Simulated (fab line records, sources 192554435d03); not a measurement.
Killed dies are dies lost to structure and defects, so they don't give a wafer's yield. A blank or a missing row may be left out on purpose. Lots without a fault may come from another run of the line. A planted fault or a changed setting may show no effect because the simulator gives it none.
Which tool did it? | flow n5_finfet | 24 lots, 72 wafers sampled, at 3 steps of a route of 1938

WHAT THE GAUGES READ, wafer by wafer
N5_BEOL_M10_THK_MEAS_53: measures by xrf. Usual: M10_THK 139 nm, standard deviation 3.3.
lot  | measured     | on            | M10_THK (nm) | flag
L075 | day 11 01:11 | film_metro-02 | 143 143 143  |
L074 | day 11 01:28 | film_metro-02 | 135 141 138  |
L076 | day 11 09:18 | film_metro-01 | 143 136 134  |
L079 | day 11 15:10 | film_metro-01 | 137 133 137  |
L077 | day 12 08:26 | film_metro-01 | 146 142 144  |
L078 | day 12 10:57 | film_metro-01 | 138 135 134  |
L081 | day 12 21:19 | film_metro-01 | 140 141 144  |
L080 | day 12 23:45 | film_metro-01 | 136 132 138  |
L082 | day 13 05:25 | film_metro-01 | 139 142 141  |
L083 | day 13 05:55 | film_metro-02 | 130 134 138  |
L084 | day 13 09:09 | film_metro-02 | 144 138 141  |
L085 | day 13 13:03 | film_metro-01 | 136 131 136  |
L086 | day 14 05:40 | film_metro-02 | 139 144 140  |
L087 | day 14 14:11 | film_metro-02 | 137 137 137  |
L090 | day 14 19:10 | film_metro-02 | 139 142 146  |
L088 | day 14 19:31 | film_metro-01 | 137 139 136  |
L089 | day 14 20:31 | film_metro-02 | 141 143 143  |
L092 | day 15 01:07 | film_metro-01 | 141 139 138  |
L091 | day 15 09:03 | film_metro-02 | 142 141 139  |
L093 | day 15 17:05 | film_metro-01 | 137 141 138  |
L095 | day 15 23:55 | film_metro-01 | 135 134 136  |
L094 | day 16 00:48 | film_metro-01 | 138 137 134  |
L096 | day 17 02:50 | film_metro-02 | 142 137 138  |
L097 | day 18 11:44 | film_metro-02 | 137 140 140  |

N5_BEOL_M11_CD_MEAS_11: target cd 64.1 nm. Usual: cd_nm 63.8 nm, standard deviation 0.51.
lot  | measured     | on        | cd_nm (nm)     | flag
L075 | day 11 03:34 | cd_sem-02 | 63.7 63.2 64.0 |
L074 | day 11 03:44 | cd_sem-03 | 63.7 63.9 63.7 |
L076 | day 11 13:30 | cd_sem-03 | 64.3 64.1 64.0 |
L079 | day 11 18:27 | cd_sem-03 | 63.5 63.8 63.8 |
L077 | day 12 10:01 | cd_sem-02 | 64.4 64.9 64.5 |
L078 | day 12 12:47 | cd_sem-02 | 63.8 64.2 63.3 |
L081 | day 12 22:56 | cd_sem-03 | 64.5 64.4 64.0 |
L080 | day 13 03:07 | cd_sem-03 | 63.1 64.1 63.0 |
L082 | day 13 07:45 | cd_sem-03 | 64.4 63.6 63.7 |
L083 | day 13 07:55 | cd_sem-03 | 64.4 64.2 63.7 |
L084 | day 13 12:17 | cd_sem-03 | 64.1 64.0 64.1 |
L085 | day 13 15:06 | cd_sem-01 | 63.6 62.9 64.2 |
L086 | day 14 08:43 | cd_sem-01 | 65.0 64.3 64.5 |
L087 | day 14 15:32 | cd_sem-02 | 63.1 63.5 63.4 |
L090 | day 14 20:37 | cd_sem-03 | 63.1 64.1 64.3 |
L088 | day 14 21:58 | cd_sem-03 | 63.7 63.6 64.2 |
L089 | day 14 22:33 | cd_sem-01 | 64.2 64.0 64.3 |
L092 | day 15 02:41 | cd_sem-02 | 64.9 63.2 63.2 |
L091 | day 15 10:58 | cd_sem-01 | 63.8 64.3 64.3 |
L093 | day 15 18:55 | cd_sem-03 | 63.4 63.2 64.3 |
L095 | day 16 02:50 | cd_sem-01 | 63.3 63.8 63.5 |
L094 | day 16 03:26 | cd_sem-03 | 62.8 63.2 63.6 |
L096 | day 17 05:20 | cd_sem-02 | 64.2 64.2 65.1 |
L097 | day 18 14:25 | cd_sem-02 | 64.6 63.8 63.6 |

N5_BEOL_M11_OCD_MEAS_38. Usual: trench_depth_nm 148.1 nm, standard deviation 2.7.
lot  | measured     | on     | trench_depth_nm (nm) | flag
L075 | day 11 07:51 | ocd-02 | 151.1 147.5 151.0    |
L074 | day 11 06:46 | ocd-01 | 148.5 147.1 149.1    |
L076 | day 11 15:24 | ocd-02 | 144.7 148.4 143.9    |
L079 | day 11 21:29 | ocd-02 | 151.4 145.3 146.8    |
L077 | day 12 11:34 | ocd-01 | 145.9 146.4 151.3    |
L078 | day 12 18:02 | ocd-01 | 151.7 144.0 151.7    |
L081 | day 13 01:58 | ocd-01 | 147.6 145.4 147.4    |
L080 | day 13 07:03 | ocd-01 | 149.6 150.2 152.6    |
L082 | day 13 09:25 | ocd-02 | 149.1 148.8 150.4    |
L083 | day 13 11:49 | ocd-01 | 150.1 147.3 151.3    |
L084 | day 13 14:20 | ocd-02 | 147.1 146.6 145.1    |
L085 | day 13 16:49 | ocd-01 | 148.8 149.0 145.2    |
L086 | day 14 10:44 | ocd-01 | 143.9 150.1 145.6    |
L087 | day 14 18:42 | ocd-02 | 147.5 149.3 151.7    |
L090 | day 14 22:08 | ocd-01 | 147.6 150.6 146.0    |
L088 | day 15 02:26 | ocd-02 | 149.8 147.6 148.9    |
L089 | day 15 02:37 | ocd-02 | 147.7 148.5 148.1    |
L092 | day 15 09:23 | ocd-01 | 145.8 146.2 150.0    |
L091 | day 15 15:01 | ocd-02 | 148.1 149.5 147.0    |
L093 | day 15 21:40 | ocd-01 | 148.0 153.1 145.4    |
L095 | day 16 05:35 | ocd-01 | 151.8 149.3 143.2    |
L094 | day 16 05:46 | ocd-01 | 150.0 149.7 150.0    |
L096 | day 17 07:41 | ocd-02 | 151.1 143.9 146.5    |
L097 | day 18 18:13 | ocd-02 | 146.4 145.8 148.2    |

WHICH TOOL RAN EACH LOT (tool, then ch and the chambers of the sampled wafers, then the start)
The record holds no process step before these readings.

WHAT THE TOOLS THEMSELVES READ (means of the sampled wafers that have a number; where no wafer has one, the mark that the record gives instead)
The record holds no such reading with a usual standard deviation.

THE ANSWER, worked out from the rows above alone
Rule: a lot is off if the mean of its wafers that have a number lies more than 3 standard deviations from the usual mean. A lot without any number at a reading at which 4 lots or more have one is off too. The other lots that the step has rows for count as sound. The gauges are gone through in route order, then the tools' own readings, and for those a lot's mean is taken as printed above. The first step at which some lot is off is used, and at that step the reading that is off furthest; a lot without a number counts as furthest.
No lot is off at any reading shown: from this, nothing can be told.

WHAT THE SIMULATOR HAD PUT IN
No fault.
